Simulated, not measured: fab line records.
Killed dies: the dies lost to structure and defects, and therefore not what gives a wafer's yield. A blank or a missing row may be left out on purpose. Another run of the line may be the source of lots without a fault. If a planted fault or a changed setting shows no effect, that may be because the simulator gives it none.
Split-lot trial ; flow n5Finfet ; 7 lots, 21 wafers read, on a route of 1938 steps

THE SPLIT
At N5_WELL_APT_EXPOSE_22 (exposes mask PWELL, defocus 0 nm, target cd 200 nm), the setting doseMj was moved away from the recipe's 23.2 on 4 of the 21 wafers read, by -2.0% to +5.4%. For the rest of the wafers, this setting stayed at what the recipe calls for.

FROM THE SPLIT TO THE READING: what the file shows between them, 3 steps
- N5_WELL_APT_PEB_23: peb time 90 s
- N5_WELL_APT_DEVELOP_24: develop time 45 s
- N5_WELL_APT_HARDBAKE_29: time 120 s

THE READING
cdNm, in nm, at N5_WELL_APT_CD_MEAS_25 (target cd 200 nm). Typical for fault-free wafers on this fab line: 199.2 nm, with standard deviation 1.7 nm.

wafer;tool, chamber at the split;doseMj as run;against the recipe;cdNm, nm;against lot-mates on the recipe
L077.1;krfScanner-01, 0;23.2;recipe;197.3;-
L077.3;krfScanner-01, 0;23.2;recipe;197.9;-
L077.4;krfScanner-01, 0;23.2;recipe;198.1;-
L081.3;krfScanner-02, 0;23.92;+3.1%;205.4;+5.2
L081.5;krfScanner-02, 0;23.2;recipe;200.0;-
L081.6;krfScanner-02, 0;23.2;recipe;200.5;-
L088.1;krfScanner-01, 0;24.15;+4.1%;206.6;+5.8
L088.3;krfScanner-01, 0;23.2;recipe;202.0;-
L088.5;krfScanner-01, 0;23.2;recipe;199.6;-
L090.1;krfScanner-02, 0;23.2;recipe;201.5;-
L090.4;krfScanner-02, 0;23.2;recipe;198.9;-
L090.5;krfScanner-02, 0;23.2;recipe;196.8;-
L091.3;krfScanner-02, 0;23.2;recipe;201.4;-
L091.4;krfScanner-02, 0;23.2;recipe;200.1;-
L091.6;krfScanner-02, 0;22.73;-2.0%;195.7;-5.1
L095.3;krfScanner-01, 0;23.2;recipe;198.0;-
L095.4;krfScanner-01, 0;23.2;recipe;200.6;-
L095.6;krfScanner-01, 0;23.2;recipe;196.9;-
L096.1;krfScanner-01, 0;23.2;recipe;198.0;-
L096.4;krfScanner-01, 0;23.2;recipe;200.6;-
L096.5;krfScanner-01, 0;24.45;+5.4%;208.0;+8.7

THE FIT
A straight line over all 21 wafers: cdNm changes by +1.73 nm for each +1% of doseMj; r = +0.88; the points scatter about the line by 1.6 nm.
The same after taking each lot's own level away (the mean of its wafers on the recipe; 21 wafers): +1.65 nm for each +1%; r = +0.91; scatter 1.2 nm.
According to that fit, moving doseMj by its largest amount changes the reading by 8.9 nm.
The lots' own levels span 197.77 to 200.80 nm, that is 1.8 times the standard deviation above.
So the lot-to-lot level changes the slope little: the two slopes agree.
Check: for one of the wafers moved furthest among these (+5.4%), held out of the fit, the line's prediction against its lot-mates is +8.81 nm. Against them it came out at +8.7 nm.

THE WHOLE CHAIN: every reading that the file lists as answering this split, in the file's order
step;what it does;reading;change (the file's fit);r (the file's)
N5_WELL_APT_CD_MEAS_25;target cd 200 nm;cdNm;+1.63 nm for each +1% of the setting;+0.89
N5_WELL_APT_DESCUM_30;chemistry O2, time 7.9 s;WELL_APT.cdNm (the simulator's own value, which no gauge read);+1.64 nm for each +1% of the setting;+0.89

THE FILE'S OWN FIT
cdNm changes by +1.63 nm for each +1% of doseMj, r = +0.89.
